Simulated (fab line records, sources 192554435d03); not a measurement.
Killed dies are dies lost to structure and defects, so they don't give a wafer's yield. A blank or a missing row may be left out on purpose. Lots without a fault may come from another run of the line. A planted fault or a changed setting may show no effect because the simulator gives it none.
Which tool did it? | flow n5_finfet | 9 lots, 27 wafers sampled, at 7 steps of a route of 1938

WHAT THE GAUGES READ, wafer by wafer
N5_BEOL_M7_OVL_MEAS_29.
lot  | measured     | on         | V6_OVL (nm)
L922 | day 9 17:08  | overlay-02 | -0.2 -0.5 0.0
L927 | day 11 10:39 | overlay-01 | -0.6 -1.2 -0.7
L928 | day 12 00:24 | overlay-01 | -0.4 -0.5 -0.9
L930 | day 12 08:57 | overlay-01 | 0.0 -0.6 -0.8
L934 | day 12 21:33 | overlay-02 | -0.6 -1.0 0.1
L933 | day 12 20:36 | overlay-01 | 0.1 0.0 0.8
L932 | day 12 20:47 | overlay-02 | -1.5 -1.0 -1.1
L920 | day 14 21:49 | overlay-01 | -1.0 -0.7 -1.3
L938 | day 14 21:59 | overlay-01 | -0.2 -0.2 -1.6

N5_BEOL_M7_OCD_MEAS_38.
lot  | measured     | on     | trench_depth_nm (nm)
L922 | day 9 17:40  | ocd-02 | 96.0 93.8 93.3
L927 | day 11 11:45 | ocd-02 | 95.9 92.8 91.2
L928 | day 12 00:55 | ocd-01 | 91.9 94.4 92.0
L930 | day 12 09:29 | ocd-01 | 95.5 91.9 92.8
L934 | day 12 22:04 | ocd-01 | 93.5 92.5 94.6
L933 | day 12 21:07 | ocd-01 | 89.5 96.4 94.0
L932 | day 12 21:29 | ocd-01 | 95.5 95.0 94.7
L920 | day 14 22:23 | ocd-02 | 95.4 92.7 90.6
L938 | day 14 22:41 | ocd-01 | 85.4 85.8 94.8

N5_BEOL_M7_CD_MEAS_35: target cd 40 nm.
lot  | measured     | on        | cd_nm (nm)
L922 | day 9 17:49  | cd_sem-02 | 40.0 39.8 40.0
L927 | day 11 11:55 | cd_sem-01 | 39.4 39.5 38.6
L928 | day 12 01:05 | cd_sem-01 | 40.5 40.5 39.7
L930 | day 12 09:38 | cd_sem-03 | 39.1 38.6 38.8
L934 | day 12 22:14 | cd_sem-01 | 40.5 40.9 40.7
L933 | day 12 21:17 | cd_sem-01 | 39.8 40.0 38.1
L932 | day 12 21:38 | cd_sem-03 | 39.6 40.4 39.7
L920 | day 14 22:32 | cd_sem-03 | 40.8 40.1 40.6
L938 | day 14 22:50 | cd_sem-01 | 40.8 40.1 40.5

N5_BEOL_M7_THK_MEAS_53: measures by xrf.
lot  | measured     | on            | M7_THK (nm)
L922 | day 9 20:35  | film_metro-01 | 83.1 80.5 80.1
L927 | day 11 17:12 | film_metro-01 | 81.1 77.6 77.0
L928 | day 12 07:08 | film_metro-02 | 76.9 79.0 76.3
L930 | day 12 11:42 | film_metro-02 | 80.1 75.8 75.8
L934 | day 13 00:50 | film_metro-01 | 80.5 77.5 78.2
L933 | day 13 00:14 | film_metro-02 | 74.5 80.8 79.4
L932 | day 13 00:28 | film_metro-01 | 81.8 79.3 81.6
L920 | day 15 02:16 | film_metro-01 | 84.0 78.5 78.0
L938 | day 15 02:28 | film_metro-01 | 72.1 70.8 80.7

N5_BEOL_M7_RS_MEAS_57: measures by four-point-probe.
lot  | measured     | on            | M7_RS (ohm/sq)
L922 | day 9 20:43  | film_metro-02 | 0.269 0.279 0.282
L927 | day 11 17:22 | film_metro-01 | 0.275 0.288 0.292
L928 | day 12 07:16 | film_metro-02 | 0.294 0.285 0.297
L930 | day 12 11:50 | film_metro-01 | 0.283 0.301 0.302
L934 | day 13 00:58 | film_metro-02 | 0.276 0.289 0.286
L933 | day 13 00:22 | film_metro-02 | 0.306 0.278 0.283
L932 | day 13 00:36 | film_metro-01 | 0.274 0.284 0.274
L920 | day 15 02:24 | film_metro-02 | 0.266 0.288 0.290
L938 | day 15 02:36 | film_metro-01 | 0.319 0.326 0.278

WHICH TOOL RAN EACH LOT (tool, then ch and the chambers of the sampled wafers, then the start)
lot  | N5_BEOL_M7_STRIP_19                | N5_BEOL_M7_TRENCH_ETCH_37
L922 | rie_diel-04 ch 0,1,2, day 9 15:43  | rie_diel-05 ch 0,1,3, day 9 17:31
L927 | rie_diel-02 ch 0,2,3, day 11 08:52 | rie_diel-05 ch 0,2,3, day 11 11:35
L928 | rie_diel-02 ch 0,2, day 11 12:40   | rie_diel-02 ch 0,3, day 12 00:46
L930 | rie_diel-04 ch 0,1,3, day 12 07:15 | rie_diel-05 ch 0,1,2, day 12 09:19
L934 | rie_diel-04 ch 0,1,2, day 12 18:46 | rie_diel-02 ch 0,1,3, day 12 21:55
L933 | rie_diel-05 ch 2,3, day 12 19:01   | rie_diel-04 ch 1,2,3, day 12 20:58
L932 | rie_diel-05 ch 1,2, day 12 19:10   | rie_diel-02 ch 1,3, day 12 21:20
L920 | rie_diel-02 ch 0,2, day 14 20:28   | rie_diel-05 ch 0,2, day 14 22:13
L938 | rie_diel-05 ch 0,1, day 14 20:42   | rie_diel-02 ch 2,3, day 14 22:31
- N5_BEOL_M7_STRIP_19: strips in O2.
- N5_BEOL_M7_TRENCH_ETCH_37: etches SiCOH lowk in C4F6/O2, target depth 93.478 nm, time 31.2 s.

WHAT THE TOOLS THEMSELVES READ (means of the sampled wafers that have a number; where no wafer has one, the mark that the record gives instead)
N5_BEOL_M7_STRIP_19.
lot  | tool        | drypump_motor_current_A (A) | o2_flow_sccm (sccm) | oes_product_au (a.u.) | rf_vpp_V (V) | showerhead_plenum_p_Torr (Torr) | throttle_valve_pct (%)
L922 | rie_diel-04 | 5.1                         | 224.8               | 0.79                  | 2.9          | 2.18                            | 16.70
L927 | rie_diel-02 | 5.7                         | 225.4               | 0.79                  | 3.3          | 2.17                            | 16.68
L928 | rie_diel-02 | 5.7                         | 224.6               | 0.75                  | 3.4          | 2.16                            | 16.79
L930 | rie_diel-04 | 5.3                         | 225.5               | 0.81                  | 4.1          | 2.14                            | 16.69
L934 | rie_diel-04 | 5.1                         | 224.7               | 0.77                  | 3.7          | 2.17                            | 16.75
L933 | rie_diel-05 | 5.4                         | 224.8               | 0.71                  | 3.3          | 1.99                            | 16.80
L932 | rie_diel-05 | 5.9                         | 225.1               | 0.74                  | 3.5          | 2.03                            | 16.91
L920 | rie_diel-02 | 5.6                         | 225.2               | 0.74                  | 3.4          | 2.12                            | 16.84
L938 | rie_diel-05 | 5.3                         | 224.8               | 0.85                  | 3.2          | 2.12                            | 16.84

N5_BEOL_M7_TRENCH_ETCH_37.
lot  | tool        | drypump_motor_current_A (A) | oes_f_703_au (a.u.) | oes_o_777_au (a.u.) | oes_product_au (a.u.) | rf_fwd_power_W (W) | rf_vpp_V (V) | showerhead_plenum_p_Torr (Torr) | throttle_valve_pct (%)
L922 | rie_diel-05 | 5.5                         | 0.82                | 0.82                | 0.84                  | 341.2              | 674          | 2.85                            | 21.10
L927 | rie_diel-05 | 5.4                         | 0.79                | 0.79                | 0.79                  | 341.6              | 661          | 2.79                            | 21.12
L928 | rie_diel-02 | 5.6                         | 0.80                | 0.79                | 0.80                  | 343.4              | 658          | 2.93                            | 21.11
L930 | rie_diel-05 | 5.6                         | 0.82                | 0.82                | 0.81                  | 339.9              | 663          | 2.82                            | 21.11
L934 | rie_diel-02 | 5.8                         | 0.82                | 0.81                | 0.82                  | 342.2              | 661          | 2.94                            | 21.16
L933 | rie_diel-04 | 5.1                         | 0.84                | 0.84                | 0.86                  | 342.4              | 680          | 2.88                            | 21.03
L932 | rie_diel-02 | 5.9                         | 0.85                | 0.84                | 0.86                  | 341.1              | 663          | 2.94                            | 21.21
L920 | rie_diel-05 | 5.4                         | 0.79                | 0.79                | 0.77                  | 342.2              | 650          | 2.76                            | 21.14
L938 | rie_diel-02 | 5.7                         | 0.62                | 0.63                | 0.74                  | 287.4              | 753          | 2.97                            | 21.02

THE ANSWER, worked out from the rows above alone
Rule: what is usual is taken from the lots themselves. Put in order of their means at a reading, lots are off if they are a third of the lots or fewer, leave a main group of 4 or more, and stand apart from it by a gap of 3 or more times the standard deviation of the main group's means; of several such gaps the widest counts. A main group whose means are all the same, to the digits that the tables above print for the reading, isn't used. A lot without any number at a reading at which 4 lots or more have one is off too. The other lots that the step has rows for count as sound. The gauges are gone through in route order, then the tools' own readings, and for those a lot's mean is taken as printed above. The first step at which some lot is off is used, and at that step the reading that is off furthest; a lot without a number counts as furthest.
Off: L938, at N5_BEOL_M7_OCD_MEAS_38 (trench_depth_nm). The main group: mean 93.6 nm, standard deviation 0.72.
A tool fits if, at a process step before that reading, it ran every lot that is off, and no sound lot after the first of them. The gauges at N5_BEOL_M7_OCD_MEAS_38 aren't tried: what is off there is off at N5_BEOL_M7_TRENCH_ETCH_37 too, on other tools, and a gauge's error can't cause that. Can't be told from this: 2 tools fit, rie_diel-05 at N5_BEOL_M7_STRIP_19, rie_diel-02 at N5_BEOL_M7_TRENCH_ETCH_37.

WHAT THE SIMULATOR HAD PUT IN
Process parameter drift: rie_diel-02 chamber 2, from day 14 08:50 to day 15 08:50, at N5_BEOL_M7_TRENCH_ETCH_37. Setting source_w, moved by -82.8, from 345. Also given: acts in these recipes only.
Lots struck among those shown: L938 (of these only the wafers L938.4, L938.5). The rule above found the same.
